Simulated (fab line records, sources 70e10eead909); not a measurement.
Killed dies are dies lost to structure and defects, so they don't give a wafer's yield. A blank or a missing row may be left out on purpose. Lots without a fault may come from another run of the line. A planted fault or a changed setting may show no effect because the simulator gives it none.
fab line records | flow nand_harc
record lots=5 wafers=15 last_day=23
route steps=1159 shown A_BLC@966 END@1159
lots that met no fault: from a run of the same line without faults
start_h: hours from the record's first day to the start of the lot's first wafer shown | wait_h: hours since the lot's step before | " the same as in the row above | L1.1+2: a row that stands for several wafers | - no value, or no start given | * or withheld: withheld | < > ~ a bound
route shown NAME@n: a module of which the file shows steps, and the number in the route of the first | usual: mean/standard deviation of fault-free wafers | same: alike in all rows | chamber/n: place in a boat | sites: the reading at each site | _std_site: their standard deviation | _edge_site: outer sites' mean less inner sites' | radius_mm: how far each site lies from the wafer's centre | mask NAME#n: copy n | behind: the tool/chamber that last shaped the wafer | hold: why the lot was held/for how many hours/how that ended | device: the transistor (n, p or np) that didn't switch | end of line: the same wafers' tests at the end of the route | a step without rows: its recipe alone | killed: dies lost to structure and defects at the first sort, not the wafer's yield | map: a wafer's dies, x killed, . not, _ none there
set.NAME: the setting as run; set.NAME@STEP: as run at that earlier step | model.NAME: the simulator's own value behind a step, which no gauge read
lots at some steps of the route; a table a step, a row a wafer
services: from which hour (start_h, from the record's first day; less than 0 if before it) a tool's chamber was out of use, for how many hours, and why
## steps
# step NHARC_A_BLC_COAT_02
# recipe temp_c=260 time_s=75
# step NHARC_A_BLC_COAT_03
# recipe temp_c=225 time_s=65
# step NHARC_A_BLC_COAT_04
# recipe spin_rpm=1500 resist_thk_nm=90
# step NHARC_A_BLC_SOFTBAKE_05
# recipe temp_c=105 time_s=55
# step NHARC_A_BLC_EBR_06
# step NHARC_A_BLC_EXPOSE_07
# recipe na=1.35 target_cd_nm=100 dose_mj=67.97 mask_id=A_BLC
# step NHARC_A_BLC_PEB_08
# recipe peb_temp_c=100 peb_time_s=65
# step NHARC_A_BLC_DEVELOP_09
# recipe develop_time_s=35 dev_temp_c=23
# step NHARC_A_BLC_CD_MEAS_10
# recipe target_cd_nm=100 landing_energy_ev=500
# usual cd_nm=99.8/0.69
# columns lot.wafer tool chamber start_h wait_h cd_nm
L961.3 cd_sem-03 0 392.58 - 99.3
L961.5 " 0 " " 100.5
L961.6 " 0 " " 99.3
L965.2 cd_sem-03 0 400.33 - 98.7
L965.3 " 0 " " 100.2
L965.6 " 0 " " 98.8
L970.3 cd_sem-03 0 471.20 - 100.5
L970.4 " 0 " " 98.8
L970.6 " 0 " " 99.2
L978.1 cd_sem-01 0 484.27 - 99.8
L978.3 " 0 " " 100.1
L978.6 " 0 " " 99.1
L977.1 cd_sem-03 0 502.23 - 99.9
L977.2 " 0 " " 98.5
L977.5 " 0 " " 100.4
# step NHARC_A_BLC_OVL_MEAS_11
# usual overlay_x_nm=-0.1/0.99 overlay_y_nm=-0.3/0.9
# columns lot.wafer tool chamber start_h wait_h overlay_x_nm overlay_y_nm
L961.3 overlay-02 - 392.67 - 0.5 1.6
L961.5 " - " " 0.4 1.8
L961.6 " - " " 0.3 1.2
L965.2 overlay-01 - 400.41 - -0.6 -0.3
L965.3 " - " " -0.8 -0.4
L965.6 " - " " -0.8 0.1
L970.3 overlay-02 - 471.29 - 1.2 0.4
L970.4 " - " " 0.1 -0.3
L970.6 " - " " 0.3 0.0
L978.1 overlay-02 - 484.36 - -0.3 -0.5
L978.3 " - " " 0.2 -0.7
L978.6 " - " " 0.8 -1.0
L977.1 overlay-01 - 502.33 - -0.9 1.1
L977.2 " - " " -1.2 0.0
L977.5 " - " " -0.7 0.7
# step NHARC_A_BLC_INSPECT_12
# usual raw_defect_count=32/15
# columns lot.wafer tool chamber start_h wait_h raw_defect_count
L961.3 defect_inspect-02 - 392.70 0.0 30
L961.5 " - " " 31
L961.6 " - " " 22
L965.2 defect_inspect-02 - 400.45 0.0 25
L965.3 " - " " 23
L965.6 " - " " 17
L970.3 defect_inspect-02 - 471.32 0.0 17
L970.4 " - " " 13
L970.6 " - " " 15
L978.1 defect_inspect-02 - 484.39 0.0 61
L978.3 " - " " 45
L978.6 " - " " 46
L977.1 defect_inspect-01 - 502.37 0.0 11
L977.2 " - " " 11
L977.5 " - " " 14
# step NHARC_A_BLC_DESCUM_15
# recipe time_s=3 o2_flow_sccm=200 ar_flow_sccm=0 bias_power_w=0 chemistry=O2
# usual drypump_motor_current_A=5.61/0.23 oes_product_au=0.999/0.0088 rf_vpp_V=57.6/0.81 showerhead_plenum_p_Torr=1.88/0.09 throttle_valve_pct=11.312/0.0085
# columns lot.wafer tool chamber start_h wait_h drypump_motor_current_A oes_product_au rf_hours_counter_h rf_vpp_V showerhead_plenum_p_Torr throttle_valve_pct
L961.3 rie_diel-11 1 392.76 0.1 5.47 1.002 2 56.8 1.90 11.309
L961.5 " 1 " " 5.49 1.013 - 58.5 1.90 11.321
L961.6 " 0 " " 5.39 0.999 - 57.1 1.81 11.306
L965.2 rie_diel-09 2 400.51 0.1 5.82 0.989 12 57.0 1.79 11.326
L965.3 " 3 " " 5.56 1.018 13 57.6 1.82 11.298
L965.6 " 2 " " 5.80 1.000 - 57.4 1.79 11.312
L970.3 rie_diel-09 3 471.40 0.1 5.55 0.990 3 56.8 1.82 11.311
L970.4 " 0 " " 5.35 1.009 3 58.4 1.94 11.316
L970.6 " 1 " " 5.73 1.004 - 57.9 2.04 11.309
L978.3 rie_diel-09 3 484.46 0.1 5.54 1.013 4 58.1 1.82 11.316
L978.1 " 2 " " 5.83 0.995 5 59.9 1.79 11.312
L978.6 " 3 " " 5.54 1.002 - 57.1 1.82 11.306
L977.1 rie_diel-09 2 502.44 0.1 5.78 0.990 7 56.7 1.79 11.330
L977.2 " 3 " " 5.53 1.002 6 58.3 1.81 11.307
L977.5 " 2 " " 5.81 0.983 - 56.9 1.79 11.312
# step NHARC_A_BLC_ETCH_16
# recipe target_depth_a=390 over_etch_frac=0.3 time_s=65 ion_energy_ev=80 cf4_flow_sccm=150 ar_flow_sccm=0 rf_w=300 bias_w=100 chemistry=CF4
# usual bias_w=100.0/0.31 drypump_motor_current_A=5.59/0.23 oes_product_au=0.999/0.0096 rf_fwd_power_W=297.4/1.2 rf_vpp_V=151.0/1.3 run_length_s=86.3/0.53 showerhead_plenum_p_Torr=1.75/0.077 throttle_valve_pct=13.285/0.0099
# columns lot.wafer tool chamber start_h wait_h bias_w drypump_motor_current_A oes_product_au rf_fwd_power_W rf_hours_counter_h rf_vpp_V run_length_s showerhead_plenum_p_Torr throttle_valve_pct
L961.3 rie_diel-11 1 392.88 0.1 99.8 5.48 0.999 298.6 2 150.4 86.5 1.76 13.297
L961.5 " 3 " " 99.7 5.89 1.002 298.5 - 150.5 86.8 1.72 13.274
L961.6 " 1 " " 100.0 5.48 0.999 297.1 - 151.4 86.3 1.76 13.284
L965.3 rie_diel-09 2 400.61 0.1 100.2 5.79 0.994 296.2 12 150.6 86.4 1.66 13.284
L965.2 " 3 " " 100.0 5.54 1.014 298.8 13 149.4 85.4 1.69 13.273
L965.6 " 0 " " 100.0 5.36 0.986 298.2 - 151.4 86.1 1.79 13.277
L970.3 rie_diel-09 2 471.47 0.1 100.8 5.84 0.978 297.2 3 148.9 86.9 1.66 13.283
L970.4 " 1 " " 99.8 5.71 0.998 296.9 3 152.7 86.7 1.88 13.285
L970.6 " 3 " " 100.1 5.52 0.994 298.2 - 149.1 85.2 1.68 13.294
L978.3 rie_diel-09 3 484.54 0.1 100.0 5.52 1.002 297.2 4 150.8 85.5 1.68 13.284
L978.1 " 2 " " 99.7 5.79 0.994 295.4 5 150.2 86.4 1.66 13.280
L978.6 " 3 " " 100.0 5.54 1.000 297.9 - 150.7 85.8 1.68 13.281
L977.1 rie_diel-09 2 502.53 0.1 99.8 5.81 0.993 296.5 7 149.4 86.6 1.66 13.272
L977.2 " 3 " " 99.7 5.55 0.998 297.1 6 152.0 85.4 1.68 13.294
L977.5 " 0 " " - 5.36 1.001 - - 152.3 68.2 1.79 13.294
# step NHARC_A_BLC_ETCH_17
# recipe target_depth_a=3900 over_etch_frac=0.25 time_s=609.38 ion_energy_ev=200 n2_flow_sccm=150 h2_flow_sccm=150 ar_flow_sccm=0 rf_w=400 bias_w=150 chemistry=N2/H2
# usual bias_w=150.0/0.42 drypump_motor_current_A=5.59/0.23 oes_product_au=0.999/0.0088 rf_fwd_power_W=399.5/1.2 rf_vpp_V=429.7/2.8 run_length_s=630.7/0.52 showerhead_plenum_p_Torr=2.01/0.097 throttle_valve_pct=14.171/0.0088
# columns lot.wafer tool chamber start_h wait_h bias_w drypump_motor_current_A oes_product_au rf_fwd_power_W rf_hours_counter_h rf_vpp_V run_length_s showerhead_plenum_p_Torr throttle_valve_pct
L961.3 rie_diel-11 1 - - 149.3 5.49 1.000 399.0 2 431.0 631.3 2.03 14.177
L961.5 " 1 " " 149.5 5.51 1.004 398.7 - 429.7 631.2 2.03 14.159
L961.6 " 3 " " 150.5 5.90 1.005 401.8 - 429.2 631.1 1.98 14.182
L965.2 rie_diel-09 3 - - 150.5 5.55 1.015 400.4 13 429.1 629.6 1.93 14.175
L965.3 " 0 " " 150.2 5.37 0.984 398.0 12 432.5 630.9 2.07 14.162
L965.6 " 0 " " 150.1 5.37 0.990 399.4 - 432.2 630.9 2.07 14.165
L970.4 rie_diel-09 3 - - 149.7 5.55 1.007 398.4 3 426.9 629.8 1.93 14.168
L970.3 " 1 " " 150.4 5.73 1.006 399.7 3 432.5 631.0 2.18 14.187
L970.6 " 0 " " 150.0 5.38 0.994 398.7 - 429.2 630.8 2.07 14.172
L978.3 rie_diel-09 0 - - 150.3 5.37 1.007 399.3 5 432.1 630.5 2.06 14.172
L978.1 " 2 " " 150.8 5.84 0.995 399.0 5 426.4 630.8 1.90 14.185
L978.6 " 3 " " 150.6 5.55 1.002 399.8 - 427.1 629.6 1.93 14.172
L977.2 rie_diel-09 0 - - 150.0 5.34 0.994 401.0 7 430.8 630.8 2.06 14.178
L977.1 " 2 " " 149.5 5.78 0.986 398.1 7 427.9 631.0 1.90 14.158
L977.5 " 0 " " 150.3 5.35 0.985 402.1 - 432.1 630.5 2.06 14.166
# step NHARC_END_SORT_01
# recipe temp_c=25
# usual killed_at_array=28/11 killed_at_other=0.6/0.85 killed_at_periphery=2.8/2.3 killed_dies=31/11 killed_open=3.1/1.6 killed_short=2.0/1.4
# same gross_dies=677
# columns lot.wafer tool chamber start_h wait_h hold killed_at_array killed_at_other killed_at_periphery killed_dies killed_open killed_short
L977.1 prober-02 0 551.53 2.5 await_dispo/2.3h/release 13 1 3 17 5 1
L977.2 prober-02 0 552.33 2.8 await_dispo/2.3h/release 13 0 5 18 4 1
L977.5 prober-02 0 554.72 3.7 await_dispo/2.3h/release 371 1 2 374 2 2
# killed by level:class
L977.1 A_CHANNEL_HOLE_D1:chamber_film_flake=4 A_CONTACT:chamber_film_flake=3 P_STI:chamber_film_flake=2 P_CONTACT:geometric_particle:open=1 A_SOURCE_PLATE:geometric_particle:open=1 A_ONON_D1:geometric_particle:open=1 A_CHANNEL_FILL_D1:geometric_particle:open=1 A_CONTACT:geometric_particle:short=1
L977.2 A_CHANNEL_HOLE_D1:chamber_film_flake=8 P_STI:chamber_film_flake=2 P_STI:geometric_particle:short=1 P_M0:geometric_particle:open=1 A_CONTACT:geometric_particle:open=1 A_BLC:geometric_particle:open=1 A_M0:geometric_particle:open=1 P_GATE:chamber_film_flake=1
L977.5 A_BLC:area_etch=363 A_CHANNEL_HOLE_D1:chamber_film_flake=4 P_M0:geometric_particle:short=1 A_ONON_D1:geometric_particle:open=1 A_CONTACT:geometric_particle:open=1 STARTING-WAFER:geometric_particle:short=1 P_STI:chamber_film_flake=1 A_ZERO_WELL:chamber_film_flake=1
# map L977.5 (x killed, . not)
____________.____________
_________x...xx._________
_______x....xx..x._______
______..xx..x.xx.x.______
_____xxx....xxxx...x_____
____...xxxxxx.x.xx.x.____
____...x.x.x..x.xx...____
___xx...xxx...xxx..xxx___
___x..xx.xxxxx.xxxx..x___
__x...x...xxxx....x.x..__
__.x..x......x..x..xxxx__
_x.xx...xxxxx.xxxx..xx.x_
_x.xx.xx....x..xx.xx..xx_
_x..x.xxxxx.xxxx....x..._
_x..x.xxxx....x.xxxx.x.x_
_...x..xx.xxxxx.xxx.x.xx_
xx..xx..x..x.xx.x.x..x...
x..x.x..xx.x.x..x..xxx..x
.xx..xx.x...xxx.x.xx.xx..
x..xxxxx..xxx.xxxx.xxxx.x
xxxxxx.xxxx.x.xxxxxxx..x.
_x......x.xx.x..x.x.xxxx_
_x.x.x.xxx..xxxxxx.xxxxx_
_x..xx..xx...xxxx.x..xx._
_....xxx..x..x..xx..xx.x_
_xx..xxx....xxxxxxxxx.x._
__x.x.x...xxx..xx.xxx.x__
__.xx.xxx.x......xx.xx.__
___xx.xxxxx.xxxxxxx...___
___xxxxx..x..xxxx.x.x.___
____xx.xx.x..xx..xxx.____
____.xx...x..x.xx.x.x____
_____..x.x.xxxx..xxx_____
______.x.xx.xxx..xx______
_______xx...xx.x.x_______
_________x.xx.x._________
____________.____________
# map L978.1 (x killed, . not)
____________.____________
_________......._________
_______..........._______
______.............______
_____..........x...x_____
____.............x...____
____.............x...____
___........x.....xxxx.___
___x...........xxx....___
__..........x.x.xxxx...__
__..............x.x..x.__
_................xxx...._
_...............xx..x..._
_................x......_
_.............xx.xx....._
_..x...................._
.........................
............x............
.........x....x..........
............x............
............x..xx........
_.....x...x.x.x........._
_..........xxxxxx......._
_..............xx......._
_x.......x..x......x...._
_..........x............_
__...........x.........__
__.....................__
___...................___
___.............x.....___
____.x...............____
____...............x.____
_____..............._____
______x............______
_______..........._______
_________......._________
____________.____________
## services
# columns tool chamber start_h hours kind
rie_diel-09 0 385.63 - clean
rie_diel-09 1 385.63 - clean
rie_diel-09 2 385.63 - clean
rie_diel-09 3 385.63 - clean
rie_diel-11 2 391.38 7.8 repair
rie_diel-09 0 410.13 - clean
rie_diel-09 1 410.13 - clean
rie_diel-09 2 410.13 - clean
rie_diel-09 3 410.13 - clean
rie_diel-09 2 425.96 4.0 repair
rie_diel-09 - 431.13 9.0 pm
rie_diel-09 0 431.13 9.0 vent_cycle
rie_diel-09 1 431.13 9.0 vent_cycle
rie_diel-09 2 431.13 9.0 vent_cycle
rie_diel-09 3 431.13 9.0 vent_cycle
rie_diel-09 0 440.13 - clean
rie_diel-09 1 440.13 - clean
rie_diel-09 2 440.13 - clean
rie_diel-09 3 440.13 - clean
rie_diel-09 3 459.44 10.8 repair
rie_diel-09 0 464.68 - clean
rie_diel-09 1 464.68 - clean
rie_diel-11 - 480.10 1.0 repair
rie_diel-11 2 487.27 21.6 repair
## key
first_sign step=NHARC_A_BLC_ETCH_16 reading=run_length_s direction=down sigmas=34 usual=* struck=*
effect step=NHARC_END_SORT_01 reading=killed_at_array direction=up sigmas=30 usual=28 struck=371
more_kills_born_at NHARC_A_BLC_ETCH_16@rie_diel-09=363
met_at NHARC_A_BLC_ETCH_16
struck_wafers L977.5
later_rows_left_out L977.5
tester_left_out L977
onset_between 400.61 502.53
fault kind=process_parameter_drift tool=rie_diel-09 chamber=0 onset_h=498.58 steps=NHARC_A_BLC_ETCH_16 channel=time_s offset=* shape=step end_h=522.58 acts_in=* stated=*
# tester_left_out: of these lots the tester's yield and bins aren't shown, on N5 and GAA mostly nor the transistor test; their killed dies are dies lost to structure and defects alone, not to doping, threshold or leakage, so they don't give the yield
# later_rows_left_out: the simulator's readings of these wafers behind a module that went badly wrong aren't trusted and aren't shown, but for the sort
